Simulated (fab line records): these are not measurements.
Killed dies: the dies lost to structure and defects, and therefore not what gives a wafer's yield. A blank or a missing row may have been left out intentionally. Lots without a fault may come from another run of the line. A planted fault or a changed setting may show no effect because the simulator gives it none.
Chamber matching | flow nand-harc | NHARC_A_M1_DEP_33 on pecvd-02 has 3 sister chambers
The step deposits SiCN, target thk 30 nm. 6 wafers are shown with their chamber, then 8 later ones without.

WAFERS, EACH WITH ITS CHAMBER
wafer  | chamber | heater-power-w (W) | chamber-pressure-Torr (Torr)
L081.1 | 2       | 589                | 3.002
L081.4 | 0       | 593                | 3.021
L080.4 | 0       | 681                | 3.003
L080.5 | 1       | 549                | 2.991
L080.6 | 2       | 564                | 3.001
L084.2 | 1       | 543                | 2.996

WAFERS WITH NO CHAMBER GIVEN
wafer  | heater-power-w (W) | chamber-pressure-Torr (Torr)
L084.4 | 649                | 2.997
L084.6 | 612                | 3.002
L089.1 | 684                | 3.000
L089.2 | 587                | 3.002
L089.4 | 519                | 3.006
L093.4 | 537                | 2.998
L093.5 | 598                | 2.999
L093.6 | 581                | 2.998

THE CHAMBER EACH PASSED THROUGH
wafer  | from the rows above          | in truth
L084.4 | can't be placed: 0 or 2 or 1 | 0
L084.6 | can't be placed: 2 or 0 or 1 | 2
L089.1 | can't be placed: 0 or 2 or 1 | 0
L089.2 | can't be placed: 2 or 1 or 0 | 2
L089.4 | can't be placed: 2 or 1 or 0 | 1
L093.4 | can't be placed: 1 or 2      | 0
L093.5 | can't be placed: 2 or 1 or 0 | 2
L093.6 | can't be placed: 2 or 1 or 0 | 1
Placed correctly: 0 of 8. Cannot be placed on the basis of these rows: 8; the candidates contain the true chamber in 7. Wrongly placed: 0.
How it was worked out, from the rows above alone: a wafer's distance from a chamber is the root of the sum, over the readings, of the square of ((its reading less the chamber's mean) divided by the reading's scatter). If the next closest chamber is less than 2 further off than the closest, the wafer can't be placed; otherwise it belongs to the closest. Each chamber's mean is taken over the wafers shown for it. The scatter: the root of (the sum of the squares of (reading less its chamber's mean) over the shown wafers, divided by (wafers less chambers)).
